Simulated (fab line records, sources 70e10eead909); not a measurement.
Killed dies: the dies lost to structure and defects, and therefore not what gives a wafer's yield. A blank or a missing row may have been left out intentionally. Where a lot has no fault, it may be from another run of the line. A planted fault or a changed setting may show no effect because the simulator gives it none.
Code-filled problem report in 8D (eight disciplines) form -- flow nand-harc -- the parts of the form that need people (team, actions taken, sign-off) are left out

1. WHAT IS WRONG
At NHARC_END_SORT_01, sort-rim-yield-pct averages 56.8 % over 6 wafers from 2 lots, while fault-free wafers read 97.8 %, standard deviation 1.4. That puts it -29 standard deviations away from the usual mean.
Seen first at day 23 02:01 on prober-01, wafer L528.1. The record holds 9 wafers of 3 lots with a number at this step. The rule behind "out" and "out of limits": a value lying over 4 standard deviations away from the usual mean. The other wafers with a number count as sound.

2. WHAT IT IS AND WHAT IT IS NOT
question,is,is not
which readings at this step,"sort-rim-yield-pct, defect-limited-yield, killed-at-array, killed-dies, sort_bin_2_pct, sort_bin_3_pct, sort_bin_4_pct, sort-n-pass, sort-yield-pct","killed-at-other, killed-at-periphery, killed-open"
which lots,"L528, L529",L521
which wafers of those lots,all that have a number,-
read on which gauges,prober-01,-
when,from day 23 02:01,up to then (3 sound wafers)

3. SUSPECTS, AND WHAT RULES EACH OUT
Counting: a tool stays on the suspect list if, at a process step up to the reading, it processed all lots that are out and no sound lot following the first of them.
- the gauge at NHARC_END_SORT_01: kept. All the wafers that are out were read on prober-01, and no step on other tools shows them out.
- ecd-cu-01 at NHARC_A_M1_ECD_22 (material Cu, target thk 400 nm): kept. It ran every lot that is out, first L528 (day 21 16:02), and no sound lot after that.
What counting leaves: ecd-cu-01 at NHARC_A_M1_ECD_22 and prober-01 at NHARC_END_SORT_01.

4. THE CAUSE (what the simulator had put in)
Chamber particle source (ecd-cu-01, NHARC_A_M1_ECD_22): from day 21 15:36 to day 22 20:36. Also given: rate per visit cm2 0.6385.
This tool is one of the 2 suspects left after counting.

5. SEQUENCE OF EFFECTS, ordered by route
Each row: a reading where the mean over the struck wafers with a number is more than 3 standard deviations away from the usual. Only readings whose record carries a usual standard deviation are examined. hours: median over the lots of the time between each lot's start at the first step of this table that gives one and its start at this step. sigmas: the change, counted in usual standard deviations.
hours,step,reading,usual,on struck wafers,change,sigmas
0,NHARC_END_SORT_01,defect-limited-yield,95.3 %,51.7,-43.6,-34
0,NHARC_END_SORT_01,killed-at-array,28,322,+294,+34
0,NHARC_END_SORT_01,killed-dies,32,327,+295,+34
0,NHARC_END_SORT_01,sort_bin_2_pct,1.5 %,16.7,+15.2,+26
0,NHARC_END_SORT_01,sort_bin_3_pct,0.28 %,3.45,+3.17,+14
0,NHARC_END_SORT_01,sort_bin_4_pct,3.0 %,28.2,+25.2,+29
0,NHARC_END_SORT_01,sort-n-pass,645,350,-295,-34
0,NHARC_END_SORT_01,sort-rim-yield-pct,97.8 %,56.8,-41.0,-29
0,NHARC_END_SORT_01,sort-yield-pct,95.3 %,51.7,-43.6,-34

6. HOW IT WOULD HAVE BEEN CAUGHT EARLIER
Counted from the fault's start at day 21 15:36, it took 34 hours until the first out-of-limits reading at a measuring or inspecting step in this record, taken at day 23 02:01.
The start of NHARC_A_M1_ECD_22 on ecd-cu-01 came by day 23 02:01 for every one of the lots that are out (2). Tool hold at that time: it would have spared none of them.
